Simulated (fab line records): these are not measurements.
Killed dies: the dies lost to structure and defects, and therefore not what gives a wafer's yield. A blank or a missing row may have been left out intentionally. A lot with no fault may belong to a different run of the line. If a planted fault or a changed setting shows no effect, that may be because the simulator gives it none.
fab line records | flow n5Finfet
record: lots: 15 wafers: 44 lastDay: 17
route steps=1938 shown MIM_TOP@1836 MIM_TOP_LITHO@1848 MIM_BOT_LITHO@1859
lots that met no fault: taken from a fault-free run of the same line
startH: hours from the record's first day to the start of the lot's first wafer shown | waitH: how many hours have passed since the lot's step before this one | " identical to the entry in the row above | L1.1+2: one row covering several wafers at once | - no value present, or no start provided | * or withheld: withheld | < > ~ a bound
route shown NAME@n: names a module that has steps shown in the file, with the first one's number in the route | usual: average and standard deviation across the fault-free wafers | same: alike in all rows | chamber/n: place in a boat | sites: each site's reading | _std_site: the values' standard deviation | _edge_site: outer sites' mean less inner sites' | radiusMm: how far each site lies from the wafer's centre | mask NAME#n: copy n | behind: tool/chamber where the wafer was last shaped | hold: why the lot was held/for how many hours/how that ended | device: which transistor (n, p or np) failed to switch | end of line: the same wafers' tests at the end of the route | for a step that has no rows: nothing shown but its recipe | killed: count of dies lost to structure and defects at first sort (not the wafer's yield) | map: a wafer's dies, x killed, . not, _ none there
set.NAME: the setting that was run; set.NAME@STEP: the one run at that earlier step | model.NAME: the simulator's own value behind a step, which no gauge read
one table for each step of the route and one row for each wafer, over a sample of lots
services: from which hour (startH, from the record's first day; less than 0 if before it) a tool's chamber was out of use, for how many hours, and why
== steps ==
step: N5_MIM_TOP_ALD_02
recipe: material: Al2O3 targetThkA: * tempC: withheld aldPrecursorFamily: TMA aldCoReactant: O3 pulseTimeS: withheld purgeTimeS: 3 coReactantPurgeTimeS: withheld coReactantPulseTimeS: 3 aldCycles: withheld
usual: precursorPulseHeightRel: 1.001/0.019
columns lot.wafer tool chamber startH waitH precursorPulseHeightRel
L725.1 aldHk-02 3 - - 1.024
L725.3 " 2 " " 1.012
L725.6 " 2 " " 1.007
L724.2 aldHk-01 2 - - 0.991
L724.4 " 0 " " 0.942
L724.5 " 3 " " 1.010
L729.1 aldHk-03 1 - - 1.000
L729.4 " 2 " " 1.032
L729.6 " 0 " " 0.977
L726.1 aldHk-02 2 - - 0.965
L726.2 " 3 " " 1.000
L726.3 " 0 " " 0.975
L730.2 aldHk-02 2 - - 1.004
L730.3 " 3 " " 0.985
L730.6 " 3 " " 0.988
L731.2 aldHk-01 0 - - 1.010
L731.3 " 3 " " 1.037
L731.4 " 1 " " 0.990
L732.1 aldHk-01 1 - - 1.023
L732.2 " 2 " " 1.028
L732.4 " 3 " " 0.956
L739.1 aldHk-01 3 - - 1.005
L739.3 " 0 " " 0.990
L739.5 " 3 " " 0.976
L740.3 aldHk-01 1 - - 1.022
L740.4 " 0 " " 0.978
L740.6 " 0 " " 0.981
L741.1 aldHk-02 2 - - 0.992
L741.3 " 1 " " 0.990
L741.5 " 0 " " 0.988
L742.1 aldHk-01 3 - - 0.995
L742.2 " 2 " " 1.026
L742.6 " 2 " " 0.969
L745.2 aldHk-01 0 - - 1.031
L745.3 " 3 " " 1.022
L745.5 " 0 " " 1.002
L744.1 aldHk-01 1 - - 1.028
L744.5 " 1 " " 1.015
L744.6 " 2 " " 1.030
L746.1 aldHk-03 1 - - 1.018
L746.5 " 0 " " 0.976
L747.2 aldHk-01 3 - - 0.999
L747.3 " 0 " " 0.988
L747.6 " 0 " " 0.986
step: N5_MIM_TOP_LITHO_OVL_MEAS_11
recipe: pointsPerWafer: 44
usual: MIM_TOP_OVL: 1/5.3
columns lot.wafer tool chamber startH waitH MIM_TOP_OVL[nm]
L725.1 overlay-01 0 267.94 0.0 -5
L725.3 " 0 " " 4
L725.6 " 0 " " 3
L724.2 overlay-01 0 272.15 0.0 0
L724.4 " 0 " " 0
L724.5 " 0 " " -4
L729.1 overlay-01 0 285.04 0.0 -4
L729.4 " 0 " " -5
L729.6 " 0 " " 0
L726.1 overlay-01 0 288.66 0.0 -1
L726.2 " 0 " " -2
L726.3 " 0 " " -4
L730.2 overlay-02 0 295.25 0.0 3
L730.3 " 0 " " 1
L730.6 " 0 " " 5
L731.2 overlay-02 0 297.33 0.0 2
L731.3 " 0 " " 1
L731.4 " 0 " " 0
L732.1 overlay-01 0 298.88 0.0 3
L732.2 " 0 " " 4
L732.4 " 0 " " 0
L739.1 overlay-01 0 346.82 0.0 0
L739.3 " 0 " " -3
L739.5 " 0 " " -10
L740.3 overlay-01 0 356.97 0.0 -2
L740.4 " 0 " " 6
L740.6 " 0 " " -2
L741.1 overlay-02 0 357.21 0.0 -2
L741.3 " 0 " " 12
L741.5 " 0 " " 5
L742.1 overlay-02 0 372.33 0.0 -11
L742.2 " 0 " " -7
L742.6 " 0 " " -11
L745.2 overlay-02 0 383.42 0.0 2
L745.3 " 0 " " 8
L745.5 " 0 " " 15
L744.1 overlay-02 0 384.14 0.0 -5
L744.5 " 0 " " -1
L744.6 " 0 " " 3
L746.1 overlay-01 0 384.63 0.0 -1
L746.5 " 0 " " -1
L747.2 overlay-01 0 392.30 0.0 1
L747.3 " 0 " " 8
L747.6 " 0 " " 7
step: N5_MIM_BOT_LITHO_PEB_06
recipe: pebTempC: withheld pebTimeS: *
usual: chillPlateTempC: * exhaustPa: 44.9/0.96
columns lot.wafer tool chamber startH waitH chillPlateTempC exhaustPa
L725.1 lithoTrack-02 0 268.68 0.1 * 46.2
L725.3 " 0 " " * 45.3
L725.6 " 0 " " * 44.3
L724.2 lithoTrack-03 0 273.01 0.0 * 44.8
L724.4 " 0 " " * 43.8
L724.5 " 0 " " * 45.1
L729.1 lithoTrack-03 0 285.64 0.1 * 44.8
L729.4 " 0 " " * 45.1
L729.6 " 0 " " * 44.9
L726.1 lithoTrack-02 0 289.37 0.1 * 45.0
L726.2 " 0 " " * 44.8
L726.3 " 0 " " * 44.3
L730.2 lithoTrack-01 - 295.97 0.0 - -
L730.3 " - " " - -
L730.6 " - " " - -
L731.2 lithoTrack-02 - 297.97 0.0 - -
L731.3 " - " " - -
L731.4 " - " " - -
L732.1 lithoTrack-01 - 299.64 0.1 - -
L732.2 " - " " - -
L732.4 " - " " - -
L739.1 lithoTrack-02 0 347.41 0.1 * 43.6
L739.3 " 0 " " * 43.8
L739.5 " 0 " " * 44.5
L740.3 lithoTrack-01 0 357.55 0.0 * 44.3
L740.4 " 0 " " * 44.5
L740.6 " 0 " " * 44.7
L741.1 lithoTrack-01 0 357.81 0.1 * 44.9
L741.3 " 0 " " * 45.5
L741.5 " 0 " " * 45.8
L742.1 lithoTrack-01 0 372.93 0.1 * 45.0
L742.2 " 0 " " * 44.5
L742.6 " 0 " " * 44.6
L745.2 lithoTrack-02 0 384.05 0.0 * 44.3
L745.3 " 0 " " * 43.9
L745.5 " 0 " " * 45.6
L744.1 lithoTrack-03 0 384.88 0.1 * 45.5
L744.5 " 0 " " * 45.7
L744.6 " 0 " " * 45.6
L746.1 lithoTrack-01 0 385.88 0.1 * 43.4
L746.5 " 0 " " * 45.8
L747.2 lithoTrack-01 0 393.03 0.0 * 47.0
L747.3 " 0 " " * 44.6
L747.6 " 0 " " * 45.6
step: N5_MIM_BOT_LITHO_CD_MEAS_08
recipe: targetCdNm: 3000 landingEnergyEv: 500 detector: seInlens polarity: opening
usual: cdNm: 2998.8/1.5
columns lot.wafer tool chamber startH waitH cdNm
L725.1 cdSem-01 0 268.80 - 2997.0
L725.3 " 0 " " 2994.3
L725.6 " 0 " " 2996.3
L724.2 cdSem-03 0 273.13 - 3001.3
L724.4 " 0 " " 2999.7
L724.5 " 0 " " 2998.2
L729.1 cdSem-01 0 285.76 - 2998.9
L729.4 " 0 " " 3001.2
L729.6 " 0 " " 2999.4
L726.1 cdSem-02 0 289.49 - 2998.7
L726.2 " 0 " " 2998.2
L726.3 " 0 " " 2995.8
L730.2 cdSem-03 0 296.09 - -
L730.3 " 0 " " -
L730.6 " 0 " " -
L731.2 cdSem-03 0 298.09 - -
L731.3 " 0 " " -
L731.4 " 0 " " -
L732.1 cdSem-02 0 299.76 - -
L732.2 " 0 " " -
L732.4 " 0 " " -
L739.1 cdSem-02 0 347.53 - 3000.0
L739.3 " 0 " " 2999.8
L739.5 " 0 " " 3000.8
L740.3 cdSem-03 0 357.68 - 3000.0
L740.4 " 0 " " 2997.2
L740.6 " 0 " " 2999.8
L741.1 cdSem-03 0 357.93 - 2998.9
L741.3 " 0 " " 2998.4
L741.5 " 0 " " 2998.9
L742.1 cdSem-01 0 373.05 - 2998.1
L742.2 " 0 " " 2999.7
L742.6 " 0 " " 2998.4
L745.2 cdSem-01 0 384.17 - 2996.9
L745.3 " 0 " " 3001.7
L745.5 " 0 " " 2998.7
L744.1 cdSem-01 0 385.00 - 2997.8
L744.5 " 0 " " 2997.6
L744.6 " 0 " " 2996.5
L746.1 cdSem-01 0 386.00 - 3000.5
L746.5 " 0 " " 2999.8
L747.2 cdSem-01 0 393.15 - 3001.3
L747.3 " 0 " " 2999.9
L747.6 " 0 " " 3000.4
== services ==
columns tool chamber startH hours kind
aldHk-03 - 296.49 4.4 repair
lithoTrack-02 - 318.84 - consumableReplace:filter
lithoTrack-02 - 323.04 - consumableReplace:filter
aldHk-02 - 339.73 1.2 repair
== key ==
firstSign: step: N5_MIM_BOT_LITHO_PEB_06 reading: toolRecord direction: missing
effect none on later readings
metAt N5_MIM_BOT_LITHO_PEB_06
struckLots L730,L731,L732
laterRowsLeftOut L730.2,L730.3,L730.6,L731.2,L731.3,L731.4,L732.1,L732.2,L732.4
sortLeftOut L730.2,L730.3,L730.6,L731.2,L731.3,L731.4,L732.1,L732.2,L732.4
notActingAt N5_MIM_TOP_ALD_02,N5_MIM_TOP_LITHO_OVL_MEAS_11,N5_MIM_BOT_LITHO_CD_MEAS_08
onsetBetween 289.37 295.97
fault: kind: skippedStepWhole tool: lithoTrack-01,lithoTrack-02 chamber: - onsetH: 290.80 steps: N5_MIM_BOT_LITHO_PEB_06 scope: struckLotsOnly
sortLeftOut: the simulated sort isn't trusted on such a fault, so these wafers' sort isn't shown, and their yield isn't known
laterRowsLeftOut: the simulator's readings of these wafers behind a module that went badly wrong aren't trusted and aren't shown, but for the sort
